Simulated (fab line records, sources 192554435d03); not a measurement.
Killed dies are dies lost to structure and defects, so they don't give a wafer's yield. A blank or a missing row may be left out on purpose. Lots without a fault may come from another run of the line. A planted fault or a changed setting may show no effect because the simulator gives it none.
fab line records | flow n5_finfet
record lots=7 wafers=39
route steps=1938 shown DUMMY_GATE@243 SD_EPI_P@300 HKMG_FIN@438
start_h: hours from the record's first day to the start of the lot's first wafer shown | wait_h: hours since the lot's step before | " the same as in the row above | L1.1+2: a row that stands for several wafers | - no value, or no start given | * or withheld: withheld | < > ~ a bound
route shown NAME@n: a module of which the file shows steps, and the number in the route of the first | usual: mean/standard deviation of fault-free wafers | same: alike in all rows | chamber/n: place in a boat | sites: the reading at each site | _std_site: their standard deviation | _edge_site: outer sites' mean less inner sites' | radius_mm: how far each site lies from the wafer's centre | mask NAME#n: copy n | behind: the tool/chamber that last shaped the wafer | hold: why the lot was held/for how many hours/how that ended | device: the transistor (n, p or np) that didn't switch | end of line: the same wafers' tests at the end of the route | a step without rows: its recipe alone | killed: dies lost to structure and defects at the first sort, not the wafer's yield | map: a wafer's dies, x killed, . not, _ none there
set.NAME: the setting as run; set.NAME@STEP: as run at that earlier step | model.NAME: the simulator's own value behind a step, which no gauge read
lots whose settings were changed on purpose; a table a step, a row a wafer
## steps
# step N5_DUMMY_GATE_ETCH_31
# recipe chemistry=C4F6/O2 target=SiO2 mask_material=SOC target_depth_a=825 time_s=27.5 ion_energy_ev=250 pressure_mtorr=30 source_w=345 bias_w=185 Ar_flow_sccm=300 C4F6_flow_sccm=10 O2_flow_sccm=10
# columns lot.wafer tool chamber start_h wait_h set.target_depth_a model.etch.depth_nm model.SOC_of_DUMMY_GATE_COAT_34.thk_nm
L074.3 rie_diel-02 2 49.15 0.0 825 83.09 51.8
L074.4 " 3 " " 825 82.78 52
L074.6 " 0 " " 825 81.31 52
L075.1 rie_diel-01 3 56.38 0.0 825 81.28 52.2
L075.2 " 1 " " 920.4 89.66 51.2
L075.3 " 0 " " 920.4 92.12 51
L075.4 " 2 " " 825 83.12 51.6
L075.5 " 3 " " 825 82.17 52
L075.6 " 0 " " 920.4 91.15 51.2
L082.1 rie_diel-01 2 96.81 0.1 825 83.9 51.6
L082.2 " 1 " " 825 82.24 52
L082.3 " 0 " " 825 82.47 52
L082.4 " 3 " " 889.2 89.42 51.4
L082.5 " 2 " " 889.2 89.76 51.4
L082.6 " 3 " " 889.2 89.95 51.2
L084.1 rie_diel-01 2 108.38 0.0 759.1 76.34 52.6
L084.2 " 3 " " 825 82.37 52
L084.3 " 0 " " 825 83.31 52
L084.4 " 1 " " 759.1 74.27 53
L084.5 " 2 " " 825 82.46 52.2
L084.6 " 3 " " 759.1 75.79 52.8
L089.1 rie_diel-02 0 138.97 0.1 825 80.84 52
L089.2 " 1 " " 860.7 84.9 51.6
L089.3 " 3 " " 825 81.6 52
L089.4 " 3 " " 860.7 85.55 51.6
L089.5 " 0 " " 860.7 84.1 51.8
L089.6 " 1 " " 825 81.75 52
L095.1 rie_diel-01 3 172.98 0.2 825 80.86 52
L095.2 " 0 " " 825 82.32 51.8
L095.3 " 1 " " 825 80.78 52.2
L095.4 " 2 " " 747.6 74.5 52.6
L095.5 " 2 " " 747.6 75.52 52.4
L095.6 " 3 " " 747.6 74.68 52.8
L097.1 rie_diel-02 1 184.47 0.2 825 81.63 52
L097.2 " 0 " " 742.6 72.68 52.8
L097.3 " 2 " " 825 82.41 52.2
L097.4 " 3 " " 742.6 73.17 53
L097.5 " 0 " " 825 80.37 52
L097.6 " 3 " " 742.6 72.96 53
# step N5_DUMMY_GATE_ETCH_44
# recipe chemistry=HBr/O2 over_etch_frac=0.7 target_depth_a=1275 stop_on=SiO2 ion_energy_ev=60 bias_w=20 target=poly-Si mask_material=SiO2 pressure_mtorr=20 icp_w=400 HBr_flow_sccm=120 O2_flow_sccm=10
# usual oes_product_au=0.726/0.0091
# columns lot.wafer tool chamber start_h wait_h set.target_depth_a oes_product_au
L074.3 rie_si-04 1 49.48 0.0 1275 0.726
L074.4 " 2 " " 1275 0.724
L074.6 " 1 " " 1275 0.726
L075.1 rie_si-02 2 56.72 0.0 1129 0.790
L075.2 " 1 " " 1275 0.718
L075.3 " 3 " " 1275 0.718
L075.4 " 0 " " 1275 0.719
L075.5 " 3 " " 1129 0.772
L075.6 " 2 " " 1129 0.782
L082.1 rie_si-05 3 97.14 0.0 1323 0.721
L082.2 " 1 " " 1275 0.729
L082.3 " 2 " " 1275 0.735
L082.4 " 0 " " 1323 0.721
L082.5 " 3 " " 1323 0.729
L082.6 " 0 " " 1275 0.730
L084.1 rie_si-02 3 108.71 0.0 1275 0.733
L084.2 " 0 " " 1275 0.718
L084.3 " 2 " " 1383 0.717
L084.4 " 1 " " 1383 0.695
L084.5 " 3 " " 1275 0.724
L084.6 " 0 " " 1383 0.705
L089.1 rie_si-02 3 139.30 0.0 1275 0.712
L089.2 " 2 " " 1418 0.700
L089.3 " 1 " " 1418 0.679
L089.4 " 0 " " 1275 0.722
L089.5 " 3 " " 1418 0.685
L089.6 " 2 " " 1275 0.733
L095.1 rie_si-04 1 173.31 0.0 1372 0.708
L095.2 " 3 " " 1372 0.698
L095.3 " 2 " " 1275 0.728
L095.4 " 0 " " 1372 0.705
L095.5 " 1 " " 1275 0.737
L095.6 " 0 " " 1275 0.720
L097.1 rie_si-02 3 184.80 0.0 1275 0.728
L097.2 " 2 " " 1275 0.734
L097.3 " 0 " " 1275 0.714
L097.4 " 1 " " 1275 0.726
L097.5 " 2 " " 1275 0.724
L097.6 " 3 " " 1275 0.729
# step N5_DUMMY_GATE_ETCH_42
# recipe chemistry=CHF3/O2 target=SiO2 target_depth_a=35 time_s=31 ion_energy_ev=30 bias_w=12 pressure_mtorr=30 source_w=600 Ar_flow_sccm=200 CHF3_flow_sccm=50 O2_flow_sccm=5
# usual rf_vpp_V=42.8/0.91
# columns lot.wafer tool chamber start_h wait_h set.bias_w rf_vpp_V
L074.3 rie_diel-02 1 49.66 0.1 12 41.5
L074.4 " 3 " " 12 43.6
L074.6 " 1 " " 12 41.6
L075.1 rie_diel-01 1 56.88 0.0 12.98 46.1
L075.2 " 2 " " 12 42.4
L075.3 " 0 " " 12.98 46.4
L075.4 " 3 " " 12 42.8
L075.5 " 0 " " 12 44.1
L075.6 " 3 " " 12.98 44.4
L082.1 rie_diel-02 2 97.30 0.0 12 45.7
L082.2 " 1 " " 12 41.3
L082.3 " 3 " " 12 43.3
L082.4 " 0 " " 12 43.9
L082.5 " 1 " " 12 43.0
L082.6 " 2 " " 12 43.7
L084.1 rie_diel-02 3 109.18 0.4 12 42.2
L084.2 " 2 " " 12 41.8
L084.3 " 1 " " 12 42.5
L084.4 " 0 " " 12 42.1
L084.5 " 3 " " 12 42.0
L084.6 " 2 " " 12 43.4
L089.1 rie_diel-01 1 139.47 0.0 13.72 46.8
L089.2 " 0 " " 12 42.0
L089.3 " 3 " " 12 43.6
L089.4 " 2 " " 13.72 47.4
L089.5 " 1 " " 13.72 46.9
L089.6 " 2 " " 12 43.6
L095.1 rie_diel-02 2 173.59 0.2 13.82 46.5
L095.2 " 0 " " 13.82 46.7
L095.3 " 1 " " 12 43.1
L095.4 " 0 " " 12 43.9
L095.5 " 2 " " 12 42.3
L095.6 " 1 " " 13.82 47.2
L097.1 rie_diel-02 1 185.00 0.1 12 43.3
L097.2 " 3 " " 10.76 39.5
L097.3 " 2 " " 12 43.0
L097.4 " 0 " " 12 42.4
L097.5 " 3 " " 10.76 38.8
L097.6 " 2 " " 10.76 38.1
# step N5_SD_EPI_P_EXPOSE_06
# recipe mask_id=SD_P_BLK na=1.35 source_shape=conventional sigma_outer=0.8 polarization=unpolarized target_cd_nm=240 dose_mj=39.5
# columns lot.wafer tool chamber start_h wait_h mask set.dose_mj
L074.3+4+6 arfi_scanner-02 0 55.22 - SD_P_BLK#0 39.5
L075.1+3+5 arfi_scanner-03 0 63.91 - SD_P_BLK#0 39.5
L075.2+4+6 " 0 " " SD_P_BLK#0 37.3
L082.1+2+4 arfi_scanner-03 0 102.94 - SD_P_BLK#0 39.5
L082.3+5+6 " 0 " " SD_P_BLK#0 37.59
L084.1+4+5 arfi_scanner-01 0 115.07 - SD_P_BLK#0 36.9
L084.2+3+6 " 0 " " SD_P_BLK#0 39.5
L089.1+3+4 arfi_scanner-01 0 145.05 - SD_P_BLK#0 39.5
L089.2+5+6 " 0 " " SD_P_BLK#0 42.1
L095.1+3+5 arfi_scanner-03 0 180.01 - SD_P_BLK#0 39.5
L095.2+4+6 " 0 " " SD_P_BLK#0 37.8
L097.1+2+6 arfi_scanner-03 0 193.22 - SD_P_BLK#0 36.73
L097.3+4+5 " 0 " " SD_P_BLK#0 39.5
# step N5_SD_EPI_P_PEB_07
# recipe peb_temp_c=110 peb_time_s=60 resist=CAR-ArF-block
# step N5_SD_EPI_P_DEVELOP_08
# recipe develop_time_s=30 developer=TMAH resist=CAR-ArF-block dev_temp_c=23 rinse_liquid=diw dry=air_spin
# step N5_SD_EPI_P_CD_MEAS_09
# recipe target_cd_nm=240 landing_energy_ev=500 detector=se_inlens
# usual cd_nm=239.9/0.74
# columns lot.wafer tool chamber start_h wait_h set.dose_mj@SD_EPI_P_EXPOSE_06 cd_nm
L074.3 cd_sem-02 0 55.34 - 39.5 241.0
L074.4 " 0 " " 39.5 240.6
L074.6 " 0 " " 39.5 241.0
L075.1 cd_sem-02 0 64.03 - 39.5 240.1
L075.2 " 0 " " 37.3 236.6
L075.3 " 0 " " 39.5 239.8
L075.4 " 0 " " 37.3 236.1
L075.5 " 0 " " 39.5 239.8
L075.6 " 0 " " 37.3 236.4
L082.1 cd_sem-01 0 103.06 - 39.5 240.8
L082.2 " 0 " " 39.5 240.6
L082.3 " 0 " " 37.59 237.4
L082.4 " 0 " " 39.5 241.2
L082.5 " 0 " " 37.59 237.1
L082.6 " 0 " " 37.59 237.1
L084.1 cd_sem-03 0 115.20 - 36.9 234.6
L084.2 " 0 " " 39.5 239.7
L084.3 " 0 " " 39.5 239.1
L084.4 " 0 " " 36.9 234.7
L084.5 " 0 " " 36.9 234.0
L084.6 " 0 " " 39.5 238.4
L089.1 cd_sem-03 0 145.17 - 39.5 240.3
L089.2 " 0 " " 42.1 244.4
L089.3 " 0 " " 39.5 239.8
L089.4 " 0 " " 39.5 240.2
L089.5 " 0 " " 42.1 244.8
L089.6 " 0 " " 42.1 244.0
L095.1 cd_sem-01 0 180.13 - 39.5 239.5
L095.2 " 0 " " 37.8 237.5
L095.3 " 0 " " 39.5 240.5
L095.4 " 0 " " 37.8 237.0
L095.5 " 0 " " 39.5 239.9
L095.6 " 0 " " 37.8 237.0
L097.1 cd_sem-01 0 193.35 - 36.73 234.0
L097.2 " 0 " " 36.73 234.5
L097.3 " 0 " " 39.5 238.5
L097.4 " 0 " " 39.5 238.7
L097.5 " 0 " " 39.5 238.3
L097.6 " 0 " " 36.73 234.6
# step N5_SD_EPI_P_DESCUM_14
# recipe chemistry=O2 time_s=7.9 source_power_w=50 bias_power_w=20 pressure_mtorr=20 rf_frequency_hz=2.712e+07 temp_c=40 resist=CAR-ArF-block o2_flow_sccm=225
# columns lot.wafer tool chamber start_h wait_h set.dose_mj@SD_EPI_P_EXPOSE_06 model.SD_EPI_P.cd_nm
L074.3 rie_diel-02 2 55.42 0.0 39.5 241
L074.4 " 3 " " 39.5 240.8
L074.6 " 0 " " 39.5 241.2
L075.1 rie_diel-01 0 64.12 0.0 39.5 240.2
L075.2 " 2 " " 37.3 236.8
L075.3 " 3 " " 39.5 240
L075.4 " 1 " " 37.3 236.2
L075.5 " 0 " " 39.5 239.6
L075.6 " 1 " " 37.3 236.4
L082.1 rie_diel-01 2 103.15 0.0 39.5 240.4
L082.2 " 0 " " 39.5 241
L082.3 " 3 " " 37.59 237.4
L082.4 " 1 " " 39.5 240.8
L082.5+6 " 2,1 " " 37.59 237
L084.1+4 rie_diel-01 2 115.29 0.0 36.9 234.6
L084.2 " 1 " " 39.5 239.8
L084.3 " 3 " " 39.5 239
L084.5 " 1 " " 36.9 234
L084.6 " 3 " " 39.5 238.6
L089.1+4 rie_diel-01 3,0 145.26 0.0 39.5 240.2
L089.2 " 1 " " 42.1 244.4
L089.3 " 2 " " 39.5 240
L089.5 " 1 " " 42.1 244.8
L089.6 " 2 " " 42.1 244.2
L095.1 rie_diel-02 1 180.22 0.0 39.5 239.6
L095.2 " 0 " " 37.8 237.4
L095.3 " 3 " " 39.5 240.4
L095.4 " 2 " " 37.8 236.8
L095.5 " 0 " " 39.5 240
L095.6 " 3 " " 37.8 237.2
L097.1 rie_diel-04 2 193.43 0.0 36.73 233.8
L097.2+6 " 3 " " 36.73 234.8
L097.3 " 1 " " 39.5 238.6
L097.4 " 1 " " 39.5 238.8
L097.5 " 2 " " 39.5 238.4
# step N5_SD_EPI_P_ETCH_36
# recipe chemistry=CF4 target=SiARC target_depth_a=455 mask_material=CAR-ArF-block time_s=75.8 ion_energy_ev=80 pressure_mtorr=40 source_w=545 bias_w=36 Ar_flow_sccm=100 cf4_flow_sccm=100 ends=cleared
# step N5_SD_EPI_P_ETCH_37
# recipe chemistry=N2/H2 target=SOC overetch_a=1080 mask_material=SiARC temp_c=40 ion_energy_ev=100 source_w=3000 bias_w=133 pressure_mtorr=20 time_s=486 n2_flow_sccm=200 h2_flow_sccm=200 ends=end_point
# columns lot.wafer tool chamber start_h wait_h set.dose_mj@SD_EPI_P_EXPOSE_06 model.SD_EPI_P.cd_nm
L074.3+4 rie_diel-02 2,3 55.51 0.0 39.5 241.4
L074.6 " 0 " " 39.5 241
L075.1 rie_diel-01 0 64.21 0.0 39.5 240.8
L075.2 " 2 " " 37.3 237.6
L075.3+5 " 3,0 " " 39.5 240
L075.4 " 1 " " 37.3 236
L075.6 " 1 " " 37.3 237
L082.1 rie_diel-01 2 103.24 0.0 39.5 240.4
L082.2 " 0 " " 39.5 241.2
L082.3 " 3 " " 37.59 237.2
L082.4 " 1 " " 39.5 240.8
L082.5 " 2 " " 37.59 236.4
L082.6 " 1 " " 37.59 236
L084.1 rie_diel-01 2 115.38 0.0 36.9 233.8
L084.2 " 1 " " 39.5 239.6
L084.3 " 3 " " 39.5 239.8
L084.4 " 2 " " 36.9 233.6
L084.5 " 1 " " 36.9 234.4
L084.6 " 3 " " 39.5 238.2
L089.1 rie_diel-01 3 145.35 0.0 39.5 240.8
L089.2 " 1 " " 42.1 244.8
L089.3 " 2 " " 39.5 238.4
L089.4 " 0 " " 39.5 240.4
L089.5 " 1 " " 42.1 243.6
L089.6 " 2 " " 42.1 244
L095.1 rie_diel-02 1 180.31 0.0 39.5 239.6
L095.2+4 " 0,2 " " 37.8 237
L095.3 " 3 " " 39.5 240.4
L095.5 " 0 " " 39.5 239.8
L095.6 " 3 " " 37.8 237.8
L097.1 rie_diel-04 2 193.53 0.0 36.73 234.4
L097.2 " 3 " " 36.73 234.8
L097.3 " 1 " " 39.5 239.4
L097.4 " 1 " " 39.5 240
L097.5 " 2 " " 39.5 238.6
L097.6 " 3 " " 36.73 235.6
# step N5_HKMG_FIN_ETCH_35
# recipe chemistry=N2/H2 target=SOC target_depth_a=2158 ion_energy_ev=65 bias_w=5 source_w=3000 time_s=243.4 pressure_mtorr=30 n2_flow_sccm=200 h2_flow_sccm=200
# columns lot.wafer tool chamber start_h wait_h set.target_depth_a model.HKMG_FIN.feature_depth_nm model.SOC_of_HKMG_FIN_COAT_29.thk_nm model.etch.depth_nm
L074.3 rie_diel-06 0 76.80 0.0 2158 213.4 86 213.5
L074.4 " 3 " " 2158 215.2 84.8 215.2
L074.6 " 3 " " 2158 216.6 82.4 216.6
L075.1 rie_diel-03 0 85.18 0.0 1987 196.4 103.4 196.4
L075.2 " 3 " " 2158 213.8 85.2 213.8
L075.3 " 2 " " 2158 212.2 86.8 212.3
L075.4 " 1 " " 2158 217.6 82 217.6
L075.5 " 0 " " 1987 196.4 103 196.4
L075.6 " 3 " " 1987 196 103.6 196
L082.1 rie_diel-06 0 124.32 0.0 2158 214 87.2 214
L082.2 " 3 " " 2158 218.2 82.8 218.2
L082.3 " 1 " " 2229 227.6 74 227.6
L082.4 " 2 " " 2229 225 76 225
L082.5 " 0 " " 2229 224.4 76.6 224.4
L082.6 " 3 " " 2158 219.4 81.2 219.4
L084.1 rie_diel-03 0 136.25 0.0 2277 226.2 74.2 226.3
L084.2 " 2 " " 2158 217.6 83.6 217.6
L084.3 " 3 " " 2277 228.2 73.2 228.3
L084.4 " 1 " " 2277 231 69.2 230.9
L084.5 " 0 " " 2158 212.6 88.4 212.5
L084.6 " 3 " " 2158 218.6 83 218.5
L089.1 rie_diel-06 0 166.03 0.0 2158 214.4 87.4 214.4
L089.2 " 3 " " 2158 218.4 84.2 218.5
L089.3 " 2 " " 2158 218 83.2 218
L089.4 " 1 " " 2158 220.6 80.4 220.7
L089.5 " 2 " " 2158 218 84.4 217.9
L089.6 " 1 " " 2158 217.6 83.8 217.5
L095.1 rie_diel-05 3 202.70 0.0 2158 214 86.6 214.1
L095.2 " 1 " " 1972 202.6 97.6 202.7
L095.3 " 2 " " 1972 189.6 111.2 189.7
L095.4 " 0 " " 1972 194.4 106.4 194.4
L095.5 " 2 " " 2158 207 93.8 206.9
L095.6 " 3 " " 2158 216.4 84.8 216.4
L097.1 rie_diel-05 3 217.56 0.0 2158 214.8 85.6 214.8
L097.2 " 1 " " 2247 229.6 72 229.7
L097.3 " 0 " " 2247 222.6 78 222.6
L097.4 " 2 " " 2158 206.6 94.8 206.6
L097.5 " 3 " " 2158 215.2 85.8 215.1
L097.6 " 0 " " 2247 222.2 79.2 222.2
## key
split step=N5_DUMMY_GATE_ETCH_31 setting=target_depth_a stated=825 by=wafer
response step=N5_DUMMY_GATE_ETCH_31 reading=model.etch.depth_nm change=+0.803 per=1% r=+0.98
response step=N5_DUMMY_GATE_ETCH_31 reading=model.SOC_of_DUMMY_GATE_COAT_34.thk_nm change=-0.0753 per=1% r=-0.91
split step=N5_DUMMY_GATE_ETCH_44 setting=target_depth_a stated=1275 by=wafer
response step=N5_DUMMY_GATE_ETCH_44 reading=oes_product_au change=-0.0037 per=1% r=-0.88
split step=N5_DUMMY_GATE_ETCH_42 setting=bias_w stated=12 by=wafer
response step=N5_DUMMY_GATE_ETCH_42 reading=rf_vpp_V change=+0.289 per=1% r=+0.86
split step=N5_SD_EPI_P_EXPOSE_06 setting=dose_mj stated=39.5 by=wafer
response step=N5_SD_EPI_P_CD_MEAS_09 reading=cd_nm change=+0.657 per=1% r=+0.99
response step=N5_SD_EPI_P_DESCUM_14 reading=model.SD_EPI_P.cd_nm change=+0.66 per=1% r=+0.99
response step=N5_SD_EPI_P_ETCH_37 reading=model.SD_EPI_P.cd_nm change=+0.693 per=1% r=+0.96
split step=N5_HKMG_FIN_ETCH_35 setting=target_depth_a stated=2158 by=wafer
response step=N5_HKMG_FIN_ETCH_35 reading=model.HKMG_FIN.feature_depth_nm change=+2.24 per=1% r=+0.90
response step=N5_HKMG_FIN_ETCH_35 reading=model.SOC_of_HKMG_FIN_COAT_29.thk_nm change=-2.25 per=1% r=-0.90
response step=N5_HKMG_FIN_ETCH_35 reading=model.etch.depth_nm change=+2.24 per=1% r=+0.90
